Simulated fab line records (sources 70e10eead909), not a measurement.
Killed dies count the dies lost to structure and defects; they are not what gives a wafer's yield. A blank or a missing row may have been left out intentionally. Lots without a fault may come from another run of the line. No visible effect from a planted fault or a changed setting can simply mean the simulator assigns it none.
Chamber matching || flow nand-harc || NHARC_P_M2_PRE_CLEAN_32 on pecvd-04 has 3 sister chambers
The step time 12 s. 6 wafers are shown with their chamber, then 7 later ones without.

== WAFERS WITH THEIR CHAMBER ==
{"wafer": "L079.1", "chamber": 0, "heater-power-w (W)": 709}
{"wafer": "L082.6", "chamber": 1, "heater-power-w (W)": 838}
{"wafer": "L085.4", "chamber": 1, "heater-power-w (W)": 863}
{"wafer": "L085.6", "chamber": 2, "heater-power-w (W)": 488}
{"wafer": "L090.1", "chamber": 0, "heater-power-w (W)": 592}
{"wafer": "L090.3", "chamber": 2, "heater-power-w (W)": 514}

== WAFERS MISSING THEIR CHAMBER ==
{"wafer": "L090.4", "heater-power-w (W)": 523}
{"wafer": "L091.3", "heater-power-w (W)": 663}
{"wafer": "L091.5", "heater-power-w (W)": 628}
{"wafer": "L091.6", "heater-power-w (W)": 839}
{"wafer": "L095.1", "heater-power-w (W)": 477}
{"wafer": "L095.4", "heater-power-w (W)": 670}
{"wafer": "L095.5", "heater-power-w (W)": 490}

== WHICH CHAMBER EACH ONE RAN IN ==
{"wafer": "L090.4", "from the rows above": 2, "in truth": 2}
{"wafer": "L091.3", "from the rows above": 0, "in truth": 0}
{"wafer": "L091.5", "from the rows above": 0, "in truth": 0}
{"wafer": "L091.6", "from the rows above": 1, "in truth": 1}
{"wafer": "L095.1", "from the rows above": 2, "in truth": 2}
{"wafer": "L095.4", "from the rows above": 0, "in truth": 0}
{"wafer": "L095.5", "from the rows above": 2, "in truth": 2}
7 of 7 placed correctly. Number that these rows cannot place: 0. Number placed wrongly: 0.
How it was worked out, from the rows above alone: a wafer's distance from a chamber is the root of the sum, over the readings, of the square of ((its reading less the chamber's mean) divided by the reading's scatter). If the next closest chamber is less than 2 further off than the closest, the wafer can't be placed; otherwise it belongs to the closest. Each chamber's mean is taken over the wafers shown for it. The scatter: take each reading less its chamber's mean, square it, sum over the shown wafers, divide by the number of wafers less the number of chambers, and take the root.
